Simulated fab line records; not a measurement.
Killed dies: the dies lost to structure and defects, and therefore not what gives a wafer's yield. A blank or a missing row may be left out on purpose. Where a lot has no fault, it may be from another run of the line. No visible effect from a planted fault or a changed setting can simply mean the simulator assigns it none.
Matching of chambers | flow nandHarc | NHARC_A_CONTACT_DESCUM_47 on rieDiel-13: 4 sister chambers
The step chemistry O2, time 3 s. 8 wafers are shown with their chamber, then 11 later ones without.

== WAFERS, EACH WITH ITS CHAMBER ==
wafer  | chamber | showerheadPlenumPTorr (Torr) | drypumpMotorCurrentA (A)
L074.1 | 1       | 1.86                         | 5.2
L075.4 | 1       | 1.86                         | 5.2
L088.1 | 0       | 1.81                         | 5.5
L088.3 | 3       | 1.85                         | 5.6
L093.1 | 0       | 1.80                         | 5.4
L093.3 | 2       | 1.97                         | 5.6
L093.4 | 3       | 1.85                         | 5.6
L094.1 | 2       | 1.96                         | 5.6

== WAFERS WITH NO CHAMBER GIVEN ==
wafer  | showerheadPlenumPTorr (Torr) | drypumpMotorCurrentA (A)
L094.2 | 1.85                         | 5.6
L094.5 | 1.85                         | 5.2
L096.1 | 1.85                         | 5.6
L096.2 | 1.85                         | 5.2
L096.3 | 1.96                         | 5.6
L097.1 | 1.84                         | 5.6
L097.3 | 1.85                         | 5.2
L097.5 | 1.84                         | 5.6
L097.2 | 1.80                         | 5.5
L097.4 | 1.96                         | 5.6
L097.6 | 1.80                         | 5.4

== CHAMBER TAKEN BY EACH ==
wafer  | from the rows above | in truth
L094.2 | 3                   | 3
L094.5 | 1                   | 1
L096.1 | 3                   | 3
L096.2 | 1                   | 1
L096.3 | 2                   | 2
L097.1 | 3                   | 3
L097.3 | 1                   | 1
L097.5 | 3                   | 3
L097.2 | 0                   | 0
L097.4 | 2                   | 2
L097.6 | 0                   | 0
Correct placement for 11 of the 11. Left unplaced by these rows: 0. Wrongly placed: 0.
How it was worked out, from the rows above alone: a wafer's distance from a chamber is the root of the sum, over the readings, of the square of ((its reading less the chamber's mean) divided by the reading's scatter). The wafer belongs to the nearest chamber; if the next one is less than 2 further off, it can't be placed. A chamber's mean is the mean of its shown wafers. The scatter: take each reading less its chamber's mean, square it, sum over the shown wafers, divide by the number of wafers less the number of chambers, and take the root.
